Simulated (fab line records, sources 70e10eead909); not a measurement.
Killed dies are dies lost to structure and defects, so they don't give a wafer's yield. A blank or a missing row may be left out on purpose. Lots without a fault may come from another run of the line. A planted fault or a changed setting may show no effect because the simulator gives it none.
A struck lot beside a sound one | flow nand_harc | 14 steps out of a route of 1302
Sound: wafers L591.1, L591.3, L591.5. Struck: wafers L584.2, L584.3. The cause comes at the end.
At each step with rows: each side's tool, then ch and its chambers, then its first start. Under that, the readings that differ: sound wafers | struck wafers | difference of the means | sigmas: that difference in standard deviations of wafers without a fault.
alike: readings whose means differ by less than 2 such deviations, and words and numbers that are the same on both sides. not compared: withheld readings, readings that some wafer has no value for, bounds like >300 that may hide the same value, and numbers for which the record gives no deviation and whose values overlap.
The two part at a step that has a row with sigmas, a row that says differs or no value, or rows on one side only. Numbers that don't overlap but have no deviation are shown without sigmas and don't part them. A reading that every wafer of one side lacks parts them only if that side has two wafers or more.

first, 1 step without rows for these wafers: NHARC_A_ONON_D1_DEP_03 (target thk 1000 nm).
NHARC_A_ONON_D1_THK_MEAS_05: measures by ellipsometry.
  sound on film_metro-02, day 15 04:59; struck on film_metro-02, day 12 09:20
  alike: thk_nm
then, 1 step without rows for these wafers: NHARC_A_ONON_D1_DEP_06 (target thk 1000 nm).
NHARC_A_ONON_D1_THK_MEAS_08: measures by ellipsometry.
  sound on film_metro-02, day 15 05:34; struck on film_metro-01, day 12 09:54
  reading     | sound          | struck    | difference | sigmas
  thk_nm (nm) | 1010 1009 1010 | 1033 1035 | +24        | +2
then, 1 step without rows for these wafers: NHARC_A_ONON_D1_DEP_09 (target thk 1000 nm).
NHARC_A_ONON_D1_THK_MEAS_11: measures by ellipsometry.
  sound on film_metro-02, day 15 06:07; struck on film_metro-01, day 12 10:28
  alike: thk_nm
then, 1 step without rows for these wafers: NHARC_A_ONON_D1_DEP_12 (target thk 1000 nm).
NHARC_A_ONON_D1_THK_MEAS_14: measures by ellipsometry.
  sound on film_metro-01, day 15 06:41; struck on film_metro-02, day 12 11:02
  alike: thk_nm
then, 2 steps without rows for these wafers: NHARC_A_ONON_D1_ANNEAL_15 (time 3600 s); NHARC_A_ONON_D1_DEP_16 (target thk 1000 nm).
NHARC_A_ONON_D1_THK_MEAS_18: measures by ellipsometry.
  sound on film_metro-01, day 15 14:27; struck on film_metro-02, day 12 20:35
  alike: thk_nm
NHARC_A_ONON_D1_DEP_19: target thk 1000 nm.
  sound on pecvd_onon-01 ch 0, day 15 14:31; struck on pecvd_onon-04 ch 0, day 12 20:43
  reading              | sound          | struck    | difference | sigmas
  n2o_flow_sccm (sccm) | 1990 1996 1995 | 2003 2009 | +12        | +2
NHARC_A_ONON_D1_THK_MEAS_21: measures by ellipsometry.
  sound on film_metro-02, day 15 15:01; struck on film_metro-02, day 12 21:10
  reading     | sound          | struck    | difference | sigmas
  thk_nm (nm) | 1011 1011 1011 | 1083 1081 | +71        | +7
then, 1 step without rows for these wafers: NHARC_A_ONON_D1_DEP_22 (target thk 1000 nm).

WHERE THEY PART
First at NHARC_A_ONON_D1_THK_MEAS_08; last, within this record, at NHARC_A_ONON_D1_THK_MEAS_21.

WHY: what the simulator had put in
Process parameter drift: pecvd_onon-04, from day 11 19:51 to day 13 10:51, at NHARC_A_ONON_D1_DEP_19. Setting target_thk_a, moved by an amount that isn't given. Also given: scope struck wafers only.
